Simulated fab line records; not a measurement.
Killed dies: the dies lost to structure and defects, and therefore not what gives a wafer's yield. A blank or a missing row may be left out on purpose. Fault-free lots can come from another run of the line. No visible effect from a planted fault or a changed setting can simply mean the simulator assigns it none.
Chamber matching + flow nand-harc + pecvd-04 running NHARC_P_BONDPAD_DEP_00: 3 sister chambers
The step deposits SiCN, target thk 250 nm. 3 wafers are shown with their chamber, then 8 later ones without.

## WAFERS, EACH WITH ITS CHAMBER
| wafer  | chamber | heater-power-w (W) |
|--------|---------|--------------------|
| L084.3 | 1       | 631                |
| L086.4 | 2       | 689                |
| L087.1 | 0       | 519                |

## WAFERS WHOSE CHAMBER IS MISSING
| wafer  | heater-power-w (W) |
|--------|--------------------|
| L087.2 | 640                |
| L087.6 | 660                |
| L093.3 | 575                |
| L093.5 | 608                |
| L093.6 | 606                |
| L096.4 | 591                |
| L096.5 | 591                |
| L096.6 | 648                |

## WHICH CHAMBER EACH WENT THROUGH
| wafer  | from the rows above          | in truth |
|--------|------------------------------|----------|
| L087.2 | can't be placed: 1 or 2      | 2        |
| L087.6 | can't be placed: 1 or 2      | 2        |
| L093.3 | can't be placed: 0 or 1 or 2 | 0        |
| L093.5 | can't be placed: 1 or 2      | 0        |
| L093.6 | can't be placed: 1 or 2 or 0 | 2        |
| L096.4 | can't be placed: 1 or 0 or 2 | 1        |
| L096.5 | can't be placed: 1 or 0 or 2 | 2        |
| L096.6 | can't be placed: 1 or 2      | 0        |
Correct placement for 0 of the 8. Unplaceable from these rows: 8, with the true chamber sitting among the candidates in 6. Placed wrongly: 0.
How it was worked out, from the rows above alone: a wafer's distance from a chamber is the root of the sum, over the readings, of the square of ((its reading less the chamber's mean) divided by the reading's scatter). If the next closest chamber is less than 2 further off than the closest, the wafer can't be placed; otherwise it belongs to the closest. The mean given for a chamber averages the wafers shown for that chamber. The scatter: root of mean squared gap, hidden wafer to nearest shown wafer, with one shown wafer a chamber.
